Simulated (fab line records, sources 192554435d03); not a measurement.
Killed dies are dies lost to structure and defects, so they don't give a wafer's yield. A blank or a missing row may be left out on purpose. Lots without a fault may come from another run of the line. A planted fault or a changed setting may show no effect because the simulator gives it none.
Problem report in the 8D (eight disciplines) form, filled by code | flow n5_finfet | the parts of the form that need people (team, actions taken, sign-off) are left out

1. THE PROBLEM
cd_nm at N5_BEOL_M2_CD_MEAS_28 reads a mean of 11.56 nm on 4 wafers of 3 lots; wafers without a fault read 26.11 nm with a standard deviation of 0.24. That is -61 standard deviations from the usual mean.
The step: target cd 26.2 nm, target cd y 24.1 nm.
First seen on wafer L999.6, day 11 01:57, on cd_sem-03. The record holds 28 wafers of 10 lots with a number at this step. Rule for "out", or "out of limits": more than 4 standard deviations from the usual mean. The other wafers with a number count as sound.

2. WHAT IT IS AND WHAT IT IS NOT
question                    | is                             | is not
which readings at this step | cd_nm                          | -
which lots                  | L100, L101, L999               | L102, L104, L981, L982, L988, L991, L992
which wafers of those lots  | L100.5, L100.6, L101.5, L999.6 | L100.3, L101.1, L101.4, L999.1, L999.2
read on which gauges        | cd_sem-01, cd_sem-03           | cd_sem-02
when                        | from day 11 01:57              | up to then (15 sound wafers); but 9 sound wafers of L100, L101, L102, L104 came after

3. SUSPECTS, AND WHAT RULES EACH OUT
Counting: a tool at a process step up to the reading stays a suspect if it ran every lot that is out. Sound lots after the first of them don't rule it out here, since some wafers of a struck lot are sound.
- the gauge at N5_BEOL_M2_CD_MEAS_28: ruled out. The wafers that are out were read on 2 gauges (cd_sem-01, cd_sem-03).
- euv_scanner-01 at N5_BEOL_M2_EXPOSE_25 (exposes mask V1, defocus 5 nm): kept. It ran every lot that is out, first L999 (day 11 01:49); its last sound lot up to then is L992 (day 9 04:29).
Left after counting: euv_scanner-01 at N5_BEOL_M2_EXPOSE_25.

4. THE CAUSE (what the simulator had put in)
Process parameter drift: euv_scanner-01, from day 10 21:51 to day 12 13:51, at N5_BEOL_M2_EXPOSE_25. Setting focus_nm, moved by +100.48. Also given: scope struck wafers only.
Counting left only this tool.

5. THE CHAIN OF EFFECTS, in route order
Each row: a reading whose mean over the struck wafers that have a number lies more than 3 standard deviations from the usual. Only readings for which the record gives a usual standard deviation are gone through. hours: the time from each lot's start at the first step in this table that gives one to its start at this step, as a median over the lots. sigmas: the change in usual standard deviations.
hours | step                    | reading              | usual    | on struck wafers | change | sigmas
0     | N5_BEOL_M2_CD_MEAS_28   | cd_nm                | 26.11 nm | 11.56            | -14.55 | -61
170   | N5_PASSIVATION_PROBE_49 | defect_limited_yield | 91.3 %   | 0.0              | -91.3  | -54
170   | N5_PASSIVATION_PROBE_49 | killed_at_M0_to_M3   | 33       | 1120             | +1087  | +99 or more
170   | N5_PASSIVATION_PROBE_49 | killed_dies          | 103      | 1180             | +1077  | +54
170   | N5_PASSIVATION_PROBE_49 | killed_on_rim        | 13       | 152              | +139   | +35
170   | N5_PASSIVATION_PROBE_49 | sort_bin_5_function  | 5.1 %    | 36.2             | +31.1  | +28
170   | N5_PASSIVATION_PROBE_49 | sort_n_pass          | 1077     | 0                | -1077  | -51
170   | N5_PASSIVATION_PROBE_49 | sort_yield_pct       | 91.2 %   | 0.0              | -91.2  | -54
The process steps in it:
- N5_PASSIVATION_PROBE_49
Later measuring or inspecting steps at which every struck wafer that the step has a row for has a number for every such reading, and none has moved that far: N5_BEOL_M2_OVL_MEAS_29.

6. WHAT WOULD HAVE CAUGHT IT SOONER
In this record the first reading out of limits at a measuring or inspecting step was taken at day 11 01:57, 4 hours after the fault began at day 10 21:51.
Of the lots that are out (3), L100, L101 began N5_BEOL_M2_EXPOSE_25 on euv_scanner-01 after day 11 01:57. A hold on the tool at that time would have spared those 2.
